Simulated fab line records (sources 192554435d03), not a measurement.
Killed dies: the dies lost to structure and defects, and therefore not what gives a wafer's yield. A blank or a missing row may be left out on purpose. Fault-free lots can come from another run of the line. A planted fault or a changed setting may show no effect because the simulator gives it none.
fab line records	flow n5Finfet
record: lots: 7	wafers: 21
route steps=1938 shown BEOL_M4@1031 BEOL_M5@1154
startH: hours from the record's opening day to when the first of the lot's shown wafers began	waitH: time in hours since the lot's previous step	" same as the row above	L1.1+2: a single row standing in for several wafers	- no value present, or no start provided	* or withheld: withheld	< > ~ a bound
route shown NAME@n: a module of which the file shows steps, and the number in the route of the first	usual: mean/standard deviation of fault-free wafers	same: alike in all rows	chamber/n: place in a boat	sites: readings site by site	_std_site: standard deviation of those values	_edge_site: inner sites' mean taken away from outer sites' mean	radiusMm: how far each site lies from the wafer's centre	mask NAME#n: copy n	behind: the last tool/chamber to shape the wafer	hold: reason for holding the lot/hours on hold/outcome of the hold	device: which transistor (n, p or np) failed to switch	end of line: tests of these same wafers at the route's end	for a step that has no rows: nothing shown but its recipe	killed: dies lost to structure and defects at the first sort, not the wafer's yield	map: dies across one wafer; x = killed, . = not, _ = none there
set.NAME: the setting that was run; set.NAME@STEP: the one run at that earlier step	model.NAME: the simulator's own value behind a step, which no gauge read
lots whose settings were changed on purpose; a table a step, a row a wafer
== steps ==
step: N5_BEOL_M4_EXPOSE_08
recipe: maskId: M4	na: 0.33	sourceShape: dipole	sigmaInner: 0.369	sigmaOuter: 0.767	polarization: unpolarized	doseMj: 41.25
lot.wafer	tool	chamber	startH	waitH	mask	set.doseMj
L075.3+4+5	euvScanner-01	0	165.09	-	M4#0	41.25
L077.1	euvScanner-01	0	174.56	-	M4#0	41.25
L077.3+6	"	0	"	"	M4#0	38.94
L084.2+5+6	euvScanner-01	0	220.85	-	M4#0	41.25
L086.1+4	euvScanner-01	0	222.17	-	M4#0	42.92
L086.6	"	0	"	"	M4#0	41.25
L087.3	euvScanner-02	0	230.87	-	M4#0	40.11
L087.4+6	"	0	"	"	M4#0	41.25
L091.1+3	euvScanner-02	0	270.47	-	M4#0	41.25
L091.4	"	0	"	"	M4#0	43.48
L097.4+6	euvScanner-01	0	291.89	-	M4#0	39.87
L097.5	"	0	"	"	M4#0	41.25
step: N5_BEOL_M4_PEB_09
recipe: pebTempC: 100	pebTimeS: 60	resist: CAR-EUV
step: N5_BEOL_M4_DEVELOP_10
recipe: developTimeS: 30	developer: TMAH	resist: CAR-EUV	rinseLiquid: surfactantRinse	dry: airSpin	devTempC: 23
lot.wafer	tool	chamber	startH	waitH	set.spinRpm@BEOL_M4_COAT_05	model.CAR-EUV_of_BEOL_M4_COAT_05.thkNm
L075.3+4+5	lithoTrack-04	0	-	-	1500	29.6
L077.1	lithoTrack-02	0	-	-	1410	30.8
L077.3	"	0	"	"	1500	29.8
L077.6	"	0	"	"	1410	30.6
L084.2+5	lithoTrack-02	0	-	-	1500	29.6
L084.6	"	0	"	"	1500	29.8
L086.1	lithoTrack-05	0	-	-	1581	29
L086.4+6	"	0	"	"	1500	29.6
L087.3	lithoTrack-04	0	-	-	1500	29.6
L087.4	"	0	"	"	1500	29.8
L087.6	"	0	"	"	1612	28.6
L091.1+3	lithoTrack-04	0	-	-	1567	28.8
L091.4	"	0	"	"	1500	29.4
L097.4	lithoTrack-05	0	-	-	1500	29.4
L097.5	"	0	"	"	1454	29.8
L097.6	"	0	"	"	1454	30
step: N5_BEOL_M4_CD_MEAS_11
recipe: targetCdNm: 16.79	landingEnergyEv: 500	detector: seInlens	polarity: opening
usual: cdNm: 16.85/0.23
lot.wafer	tool	chamber	startH	waitH	set.doseMj@BEOL_M4_EXPOSE_08	cdNm
L075.3	cdSem-02	0	165.21	-	41.25	16.84
L075.4	"	0	"	"	41.25	16.76
L075.5	"	0	"	"	41.25	17.26
L077.1	cdSem-03	0	174.69	-	41.25	16.42
L077.3	"	0	"	"	38.94	15.78
L077.6	"	0	"	"	38.94	15.49
L084.2	cdSem-02	0	220.97	-	41.25	16.49
L084.5	"	0	"	"	41.25	16.63
L084.6	"	0	"	"	41.25	16.91
L086.1	cdSem-03	0	222.31	-	42.92	17.63
L086.4	"	0	"	"	42.92	17.42
L086.6	"	0	"	"	41.25	16.69
L087.3	cdSem-01	0	230.99	-	40.11	16.43
L087.4	"	0	"	"	41.25	17.03
L087.6	"	0	"	"	41.25	16.98
L091.1	cdSem-01	0	270.60	-	41.25	16.53
L091.3	"	0	"	"	41.25	16.45
L091.4	"	0	"	"	43.48	17.72
L097.4	cdSem-02	0	292.00	-	39.87	15.96
L097.5	"	0	"	"	41.25	16.97
L097.6	"	0	"	"	39.87	16.53
step: N5_BEOL_M4_DESCUM_16
recipe: chemistry: O2	timeS: 7	sourcePowerW: 50	biasPowerW: 20	pressureMtorr: 20	rfFrequencyHz: 2.712e+07	tempC: 40	resist: CAR-EUV	o2FlowSccm: 225
lot.wafer	tool	chamber	startH	waitH	set.spinRpm@BEOL_M4_COAT_05	model.CAR-EUV_of_BEOL_M4_COAT_05.thkNm
L075.3	rieDiel-01	1	165.33	0.0	1500	26
L075.4+5	"	0,1	"	"	1500	26.2
L077.1+6	rieDiel-04	2	175.29	0.5	1410	27.2
L077.3	"	3	"	"	1500	26.2
L084.2+5+6	rieDiel-03	2,3,0	221.09	0.0	1500	26.2
L086.1	rieDiel-01	2	222.43	0.0	1581	25.4
L086.4+6	"	1,2	"	"	1500	26.2
L087.3+4	rieDiel-01	1,3	231.43	0.3	1500	26.2
L087.6	"	3	"	"	1612	25
L091.1+3	rieDiel-04	3,1	271.12	0.4	1567	25.4
L091.4	"	2	"	"	1500	26
L097.4	rieDiel-04	2	293.41	1.3	1500	26
L097.5+6	"	3,0	"	"	1454	26.4
step: N5_BEOL_M4_ETCH_74
recipe: chemistry: N2/H2	target: underlayer	targetDepthA: 65	maskMaterial: CAR-EUV	timeS: 5.2	ionEnergyEv: 200	pressureMtorr: 30	sourceW: 840	biasW: 150	n2FlowSccm: 200	h2FlowSccm: 200	ends: cleared
lot.wafer	tool	chamber	startH	waitH	set.doseMj@BEOL_M4_EXPOSE_08	model.BEOL_M4.cdOffsetNm
L075.3+4	rieDiel-01	1,0	165.37	0.0	41.25	0
L075.5	"	1	"	"	41.25	-0.2
L077.1	rieDiel-04	2	175.33	0.0	41.25	0
L077.3+6	"	3,2	"	"	38.94	-1.2
L084.2	rieDiel-03	2	221.13	0.0	41.25	-0.2
L084.5	"	3	"	"	41.25	-0.4
L084.6	"	0	"	"	41.25	0
L086.1	rieDiel-01	2	222.46	0.0	42.92	1
L086.4	"	1	"	"	42.92	0.8
L086.6	"	2	"	"	41.25	0.2
L087.3	rieDiel-01	1	231.46	0.0	40.11	-0.4
L087.4	"	3	"	"	41.25	0
L087.6	"	3	"	"	41.25	0.2
L091.1	rieDiel-04	3	271.15	0.0	41.25	-0.2
L091.3	"	1	"	"	41.25	0
L091.4	"	2	"	"	43.48	1
L097.4+6	rieDiel-04	2,0	293.43	0.0	39.87	-0.6
L097.5	"	3	"	"	41.25	-0.2
step: N5_BEOL_M4_ETCH_63
recipe: chemistry: CF4	target: SiARC	targetDepthA: 156	maskMaterial: CAR-EUV	timeS: 26	ionEnergyEv: 80	pressureMtorr: 40	sourceW: 545	biasW: 36	Ar_flow_sccm: 100	cf4FlowSccm: 100	ends: cleared
lot.wafer	tool	chamber	startH	waitH	set.doseMj@BEOL_M4_EXPOSE_08	model.BEOL_M4.cdOffsetNm
L075.3+4+5	rieDiel-01	1,0,1	165.38	0.0	41.25	-0.2
L077.1	rieDiel-04	2	175.34	0.0	41.25	-0.2
L077.3+6	"	3,2	"	"	38.94	-1.2
L084.2+5	rieDiel-03	2,3	221.15	0.0	41.25	-0.2
L084.6	"	0	"	"	41.25	0
L086.1	rieDiel-01	2	222.48	0.0	42.92	0.8
L086.4	"	1	"	"	42.92	0.6
L086.6	"	2	"	"	41.25	0.2
L087.3	rieDiel-01	1	231.48	0.0	40.11	-0.4
L087.4	"	3	"	"	41.25	0
L087.6	"	3	"	"	41.25	0.2
L091.1	rieDiel-04	3	271.17	0.0	41.25	-0.2
L091.3	"	1	"	"	41.25	0
L091.4	"	2	"	"	43.48	1
L097.4+6	rieDiel-04	2,0	293.45	0.0	39.87	-0.6
L097.5	"	3	"	"	41.25	-0.2
step: N5_BEOL_M4_ETCH_64
recipe: chemistry: N2/H2	target: SOC	targetDepthA: 750	overetchA: 225	maskMaterial: SiARC	tempC: 40	timeS: 121.9	ionEnergyEv: 200	pressureMtorr: 30	sourceW: 840	biasW: 150	n2FlowSccm: 200	h2FlowSccm: 200
step: N5_BEOL_M4_STRIP_65
recipe: chemistry: N2/H2	tempC: 40	n2FlowSccm: 200	h2FlowSccm: 200	rfFrequencyHz: 6e+07
step: N5_BEOL_M4_STRIP_75
recipe: chemistry: N2/H2	tempC: 40	n2FlowSccm: 200	h2FlowSccm: 200	rfFrequencyHz: 6e+07
step: N5_BEOL_M4_STRIP_66
recipe: chemistry: CF4	resist: SiARC	powerW: 300	biasPowerW: 75	pressureMtorr: 50	cf4FlowSccm: 150	rfFrequencyHz: 6e+07
step: N5_BEOL_M4_HM_OPEN_17
recipe: chemistry: Cl2/BCl3	targetDepthA: 200	overetchA: 60	target: TiN	maskMaterial: SOC	ionEnergyEv: 150	pressureMtorr: 10	icpW: 1000	biasW: 126	Cl2_flow_sccm: 53.25	bcl3FlowSccm: 21.75	Ar_flow_sccm: 25
lot.wafer	tool	chamber	startH	waitH	set.doseMj@BEOL_M4_EXPOSE_08	model.BEOL_M4.cdOffsetNm
L075.3	rieMetal-03	0	165.61	0.1	41.25	-0.2
L075.4	"	1	"	"	41.25	0
L075.5	"	1	"	"	41.25	-0.4
L077.1	rieMetal-03	1	175.55	0.0	41.25	-0.2
L077.3	"	0	"	"	38.94	-1.2
L077.6	"	1	"	"	38.94	-1.4
L084.2	rieMetal-02	0	221.35	0.0	41.25	-0.2
L084.5	"	0	"	"	41.25	-0.4
L084.6	"	1	"	"	41.25	0
L086.1	rieMetal-01	1	222.68	0.0	42.92	0.6
L086.4	"	1	"	"	42.92	0.4
L086.6	"	0	"	"	41.25	0
L087.3	rieMetal-03	1	231.74	0.1	40.11	-0.6
L087.4+6	"	1	"	"	41.25	0.2
L091.1	rieMetal-03	1	271.37	0.0	41.25	-0.2
L091.3	"	0	"	"	41.25	0
L091.4	"	1	"	"	43.48	0.8
L097.4	rieMetal-01	0	293.67	0.1	39.87	-0.8
L097.5	"	0	"	"	41.25	-0.2
L097.6	"	1	"	"	39.87	-0.6
step: N5_BEOL_M4_STRIP_19
recipe: chemistry: O2	powerW: 400	tempC: 40	pressureMtorr: 30	rfFrequencyHz: 6e+07	biasPowerW: 0	overashFraction: 0.2	o2FlowSccm: 225
step: N5_BEOL_M4_CD_MEAS_18
recipe: pitchNm: 36	targetCdNm: 18
usual: cdNm: 18.0/0.31
lot.wafer	tool	chamber	startH	waitH	set.doseMj@BEOL_M4_EXPOSE_08	cdNm
L075.3	cdSem-03	-	165.77	0.1	41.25	18.1
L075.4	"	-	"	"	41.25	18.0
L075.5	"	-	"	"	41.25	17.6
L077.1	cdSem-01	-	175.87	0.0	41.25	17.6
L077.3	"	-	"	"	38.94	16.4
L077.6	"	-	"	"	38.94	16.6
L084.2	cdSem-03	-	221.53	0.1	41.25	17.8
L084.5	"	-	"	"	41.25	17.6
L084.6	"	-	"	"	41.25	17.8
L086.1	cdSem-01	-	222.86	0.0	42.92	18.7
L086.4	"	-	"	"	42.92	18.3
L086.6	"	-	"	"	41.25	17.7
L087.3	cdSem-02	-	232.03	0.1	40.11	17.3
L087.4	"	-	"	"	41.25	18.4
L087.6	"	-	"	"	41.25	18.2
L091.1	cdSem-01	-	271.58	0.0	41.25	17.8
L091.3	"	-	"	"	41.25	17.8
L091.4	"	-	"	"	43.48	18.8
L097.4	cdSem-03	-	293.86	0.1	39.87	17.6
L097.5	"	-	"	"	41.25	17.7
L097.6	"	-	"	"	39.87	17.6
step: N5_BEOL_M4_ETCH_70
recipe: chemistry: N2/H2	target: SOC	targetDepthA: 800	overetchA: 240	maskMaterial: SiARC	tempC: 40	timeS: 130	ionEnergyEv: 200	pressureMtorr: 30	sourceW: 840	biasW: 150	n2FlowSccm: 200	h2FlowSccm: 200
lot.wafer	tool	chamber	startH	waitH	set.timeS	model.SiARC_of_BEOL_M4_COAT_68.thkNm
L075.3+5	rieDiel-03	3	170.80	0.0	130	6
L075.4	"	1	"	"	130	5.8
L077.1	rieDiel-04	1	180.67	0.0	130	5.8
L077.3	"	3	"	"	130	5.6
L077.6	"	2	"	"	119.3	6.4
L084.2	rieDiel-01	2	225.84	0.0	130	5.6
L084.5+6	"	0,1	"	"	130	5.8
L086.1+6	rieDiel-01	1	231.10	0.0	130	5.8
L086.4	"	2	"	"	130	5.6
L087.3	rieDiel-01	3	234.29	0.0	151.2	4.8
L087.4+6	"	1,2	"	"	130	5.8
L091.1+3+4	rieDiel-03	0,3,3	272.69	0.0	130	5.8
L097.4+5	rieDiel-01	3,1	297.31	0.0	146	5
L097.6	"	0	"	"	130	5.8
step: N5_BEOL_M5_ETCH_68
recipe: chemistry: N2/H2	target: SOC	targetDepthA: 800	overetchA: 160	maskMaterial: SiARC	tempC: 40	timeS: 120	ionEnergyEv: 200	pressureMtorr: 30	sourceW: 840	biasW: 150	n2FlowSccm: 200	h2FlowSccm: 200
usual: rfVppV: 524.8/2.6
lot.wafer	tool	chamber	startH	waitH	set.biasW	rfVppV	model.SiARC_of_BEOL_M5_COAT_66.thkNm
L075.3	rieDiel-06	2	179.79	0.0	161	549.8	6
L075.4	"	0	"	"	161	549.4	5.8
L075.5	"	0	"	"	150	526.5	6.4
L077.1	rieDiel-02	3	188.22	0.0	150	529.0	6.2
L077.3	"	0	"	"	150	521.4	6.4
L077.6	"	1	"	"	150	525.1	6.4
L084.2	rieDiel-06	2	238.07	0.0	150	525.2	6.2
L084.5	"	0	"	"	150	523.4	6.4
L084.6	"	3	"	"	150	526.4	6.6
L086.1	rieDiel-05	2	242.23	0.0	128.6	477.1	7.6
L086.4	"	0	"	"	150	526.7	6.4
L086.6	"	2	"	"	128.6	477.0	7.6
L087.3	rieDiel-05	1	246.32	0.0	138	491.1	7
L087.4	"	3	"	"	138	501.4	7
L087.6	"	2	"	"	138	498.6	7
L091.1	rieDiel-02	2	282.88	0.0	165.6	559.7	5.8
L091.3	"	1	"	"	150	525.0	6.4
L091.4	"	0	"	"	150	520.2	6.4
L097.4	rieDiel-06	0	310.18	0.0	128.6	477.1	7.4
L097.5	"	2	"	"	150	527.4	6.4
L097.6	"	3	"	"	150	525.2	6.4
step: N5_BEOL_M5_TRENCH_ETCH_37
recipe: chemistry: C4F6/O2	targetDepthA: 716.52	target: SiCOH_lowk	timeS: 24.7	ionEnergyEv: 250	pressureMtorr: 30	sourceW: 345	biasW: 185	Ar_flow_sccm: 300	C4F6_flow_sccm: 10	O2_flow_sccm: 10
usual: rfVppV: 664/7.1
lot.wafer	tool	chamber	startH	waitH	set.sourceW	rfVppV	model.BEOL_M5.featureDepthNm	model.etch.depthNm
L075.3	rieDiel-06	2	-	-	327.4	693	68.8	68.85
L075.4	"	0	"	"	345	672	71.4	71.48
L075.5	"	0	"	"	345	669	71.4	71.32
L077.1	rieDiel-02	3	-	-	303.9	718	69	68.91
L077.3	"	0	"	"	345	653	70.4	70.47
L077.6	"	1	"	"	303.9	721	68.2	68.19
L084.2	rieDiel-06	2	-	-	345	675	72.8	72.83
L084.5	"	0	"	"	345	667	71.4	71.44
L084.6	"	3	"	"	345	655	70.8	70.78
L086.1	rieDiel-05	2	-	-	404.1	616	75.4	75.49
L086.4	"	0	"	"	345	663	70.8	70.81
L086.6	"	2	"	"	404.1	616	75	74.94
L087.3	rieDiel-05	1	-	-	392.2	620	75.8	75.82
L087.4	"	3	"	"	345	662	71.2	71.14
L087.6	"	2	"	"	392.2	627	75.2	75.21
L091.1	rieDiel-02	2	-	-	345	663	70.6	70.56
L091.3	"	1	"	"	345	673	71.2	71.1
L091.4	"	0	"	"	345	652	71	70.96
L097.4	rieDiel-06	0	-	-	288.3	734	66	66.04
L097.5	"	2	"	"	345	672	72.2	72.26
L097.6	"	3	"	"	288.3	717	66.6	66.69
step: N5_BEOL_M5_ETCH_41
recipe: chemistry: CH3F/O2	target: SiCN	targetDepthA: 315	taperDeg: 2	timeS: 56.7	ionEnergyEv: 120	maskMaterial: TiN	pressureMtorr: 30	sourceW: 395	biasW: 75	Ar_flow_sccm: 150	CH3F_flow_sccm: 30	O2_flow_sccm: 20
step: N5_BEOL_M5_STRIP_91
recipe: chemistry: N2/H2	timeS: 10	powerW: 450	tempC: 40	pressureMtorr: 20	rfFrequencyHz: 6e+07	biasPowerW: 7	n2FlowSccm: 200	h2FlowSccm: 200
step: N5_BEOL_M5_OCD_MEAS_38
usual: trenchDepthNm: 70.8/0.94
lot.wafer	tool	chamber	startH	waitH	set.sourceW@BEOL_M5_TRENCH_ETCH_37	trenchDepthNm
L075.3	ocd-02	-	180.13	-	327.4	68.7
L075.4	"	-	"	"	345	72.0
L075.5	"	-	"	"	345	71.8
L077.1	ocd-01	-	188.56	-	303.9	68.5
L077.3	"	-	"	"	345	70.6
L077.6	"	-	"	"	303.9	68.3
L084.2	ocd-02	-	238.41	-	345	72.3
L084.5	"	-	"	"	345	71.5
L084.6	"	-	"	"	345	70.8
L086.1	ocd-02	-	242.57	-	404.1	75.5
L086.4	"	-	"	"	345	71.1
L086.6	"	-	"	"	404.1	75.2
L087.3	ocd-01	-	246.66	-	392.2	75.4
L087.4	"	-	"	"	345	71.0
L087.6	"	-	"	"	392.2	75.1
L091.1	ocd-02	-	283.22	-	345	70.8
L091.3	"	-	"	"	345	71.6
L091.4	"	-	"	"	345	71.3
L097.4	ocd-02	-	310.52	-	288.3	66.0
L097.5	"	-	"	"	345	72.0
L097.6	"	-	"	"	288.3	66.9
step: N5_BEOL_M5_HM_STRIP_39
recipe: chemistry: peroxideTinStrip	material: TiN	targetDepthA: 250	tempC: 50	timeS: 158
step: N5_BEOL_M5_SRD_40
recipe: timeS: 30	tempC: 23	rinseLiquid: diw	dry: ipaMarangoni
step: N5_BEOL_M5_ECD_50
recipe: material: Cu	targetThkA: 3000
step: N5_BEOL_M5_ANNEAL_51
recipe: tempC: 225	timeS: 90	ambient: N2
step: N5_BEOL_M5_CMP_52
recipe: stopOn: SiCOH_lowk	tOverpolishS: 6.9	downForcePsi: 1	platenRpm: 50	clearingPlatenDownForcePsi: 1.5	clearingPlatenRpm: 50	postCmpClean: cuAlkaline	targetThkNm: 62	clearingPlatenPadVelocityMS: 0.99484	padVelocityMS: 0.99484
lot.wafer	tool	chamber	startH	waitH	set.sourceW@BEOL_M5_TRENCH_ETCH_37	model.Cu_of_BEOL_M5_ECD_50.thkNm
L075.4	cmp-02	2	186.62	0.2	345	62.2
L075.3	"	3	"	"	327.4	60
L075.5	"	1	"	"	345	61.6
L077.1	cmp-02	0	195.12	0.4	303.9	58
L077.3	"	1	"	"	345	59.8
L077.6	"	3	"	"	303.9	58.6
L084.2	cmp-03	2	246.46	0.2	345	65
L084.6	"	2	"	"	345	62.6
L084.5	"	3	"	"	345	64
L086.4	cmp-02	3	249.65	0.1	345	63.2
L086.1	"	2	"	"	404.1	66.4
L086.6	"	0	"	"	404.1	67.4
L087.3	cmp-01	1	254.10	0.2	392.2	65
L087.4	"	0	"	"	345	59.8
L087.6	"	2	"	"	392.2	63.4
L091.1	cmp-02	1	290.92	0.3	345	60.2
L091.4	"	3	"	"	345	61
L091.3	"	0	"	"	345	60.6
L097.4	cmp-01	3	318.13	0.2	288.3	56.2
L097.6	"	1	"	"	288.3	57.4
L097.5	"	2	"	"	345	62.2
step: N5_BEOL_M5_THK_MEAS_53
recipe: thkMeasGauge: xrf	reads: Cu_of_BEOL_M5_ECD_50
usual: M5_THK: 61.1/1.3
lot.wafer	tool	chamber	startH	waitH	set.sourceW@BEOL_M5_TRENCH_ETCH_37	M5_THK[nm]
L075.3	filmMetro-01	-	186.88	-	327.4	59.2
L075.4	"	-	"	"	345	61.2
L075.5	"	-	"	"	345	61.0
L077.1	filmMetro-02	-	195.34	-	303.9	57.0
L077.3	"	-	"	"	345	59.1
L077.6	"	-	"	"	303.9	57.6
L084.2	filmMetro-02	-	246.76	-	345	65.1
L084.5	"	-	"	"	345	64.0
L084.6	"	-	"	"	345	62.6
L086.1	filmMetro-01	-	249.95	-	404.1	65.6
L086.4	"	-	"	"	345	62.1
L086.6	"	-	"	"	404.1	66.2
L087.3	filmMetro-02	-	254.40	-	392.2	64.8
L087.4	"	-	"	"	345	59.7
L087.6	"	-	"	"	392.2	63.6
L091.1	filmMetro-02	-	291.22	-	345	59.6
L091.3	"	-	"	"	345	60.2
L091.4	"	-	"	"	345	60.7
L097.4	filmMetro-01	-	318.36	-	288.3	55.2
L097.5	"	-	"	"	345	61.3
L097.6	"	-	"	"	288.3	56.8
step: N5_BEOL_M5_PRE_CLEAN_77
recipe: gas: NH3/H2	timeS: 15	tempC: *	rfPowerW: 300
step: N5_BEOL_M5_CO_CAP_78
recipe: material: Co	targetThkA: 20	tempC: 200	precursor: CCTBA/H2	pressureTorr: 30	timeS: 102.1
step: N5_BEOL_M5_PRE_CLEAN_55
recipe: gas: NH3	timeS: 15	tempC: withheld	rfPowerW: 300
step: N5_BEOL_M5_DEP_56
recipe: material: SiCN	targetThkA: 80	tempC: withheld	precursor: 3MS/NH3	pressureTorr: 3	rfW: 202	timeS: 14
step: N5_BEOL_M5_RS_MEAS_57
recipe: thkMeasGauge: four-point-probe	reads: Co_of_BEOL_M5_CO_CAP_78+Cu_of_BEOL_M5_ECD_50+Co_of_BEOL_M5_CVD_47+TaN_of_BEOL_M5_ALD_86
usual: M5_RS: 0.390/0.0098
lot.wafer	tool	chamber	startH	waitH	set.sourceW@BEOL_M5_TRENCH_ETCH_37	M5_RS[ohm/sq]
L075.3	filmMetro-02	-	187.14	0.1	327.4	0.402
L075.4	"	-	"	"	345	0.386
L075.5	"	-	"	"	345	0.389
L077.1	filmMetro-02	-	195.60	0.0	303.9	0.420
L077.3	"	-	"	"	345	0.404
L077.6	"	-	"	"	303.9	0.414
L084.2	filmMetro-02	-	247.02	0.1	345	0.366
L084.5	"	-	"	"	345	0.373
L084.6	"	-	"	"	345	0.382
L086.1	filmMetro-02	-	250.21	0.0	404.1	0.356
L086.4	"	-	"	"	345	0.379
L086.6	"	-	"	"	404.1	0.350
L087.3	filmMetro-02	-	254.66	0.1	392.2	0.366
L087.4	"	-	"	"	345	0.405
L087.6	"	-	"	"	392.2	0.376
L091.1	filmMetro-02	-	291.48	0.0	345	0.401
L091.3	"	-	"	"	345	0.398
L091.4	"	-	"	"	345	0.394
L097.4	filmMetro-01	-	318.62	0.0	288.3	0.437
L097.5	"	-	"	"	345	0.385
L097.6	"	-	"	"	288.3	0.424
== key ==
split: step: N5_BEOL_M4_EXPOSE_08	setting: doseMj	stated: 41.25	by: wafer
response: step: N5_BEOL_M4_CD_MEAS_11	reading: cdNm	change: +0.193	per: 1%	r: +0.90
response: step: N5_BEOL_M4_ETCH_74	reading: model.BEOL_M4.cdOffsetNm	change: +0.19	per: 1%	r: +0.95
response: step: N5_BEOL_M4_ETCH_63	reading: model.BEOL_M4.cdOffsetNm	change: +0.17	per: 1%	r: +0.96
response: step: N5_BEOL_M4_HM_OPEN_17	reading: model.BEOL_M4.cdOffsetNm	change: +0.177	per: 1%	r: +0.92
response: step: N5_BEOL_M4_CD_MEAS_18	reading: cdNm	change: +0.189	per: 1%	r: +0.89
split: step: N5_BEOL_M4_ETCH_70	setting: timeS	stated: 130	by: wafer
response: step: N5_BEOL_M4_ETCH_70	reading: model.SiARC_of_BEOL_M4_COAT_68.thkNm	change: -0.0658	per: 1%	r: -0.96
split: step: N5_BEOL_M5_ETCH_68	setting: biasW	stated: 150	by: wafer
response: step: N5_BEOL_M5_ETCH_68	reading: rfVppV	change: +3.45	per: 1%	r: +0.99
response: step: N5_BEOL_M5_ETCH_68	reading: model.SiARC_of_BEOL_M5_COAT_66.thkNm	change: -0.0726	per: 1%	r: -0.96
split: step: N5_BEOL_M5_TRENCH_ETCH_37	setting: sourceW	stated: 345	by: wafer
response: step: N5_BEOL_M5_TRENCH_ETCH_37	reading: rfVppV	change: -3.39	per: 1%	r: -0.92
response: step: N5_BEOL_M5_TRENCH_ETCH_37	reading: model.BEOL_M5.featureDepthNm	change: +0.289	per: 1%	r: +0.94
response: step: N5_BEOL_M5_TRENCH_ETCH_37	reading: model.etch.depthNm	change: +0.292	per: 1%	r: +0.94
response: step: N5_BEOL_M5_OCD_MEAS_38	reading: trenchDepthNm	change: +0.287	per: 1%	r: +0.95
response: step: N5_BEOL_M5_CMP_52	reading: model.Cu_of_BEOL_M5_ECD_50.thkNm	change: +0.261	per: 1%	r: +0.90
response: step: N5_BEOL_M5_THK_MEAS_53	reading: M5_THK	change: +0.265	per: 1%	r: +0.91
response: step: N5_BEOL_M5_RS_MEAS_57	reading: M5_RS	change: -0.00204	per: 1%	r: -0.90
split outsideThisFile step=N5_BEOL_M4_COAT_05 setting=spinRpm
split outsideThisFile: this setting was split too, and the file shows its column; the key of that split is in another file
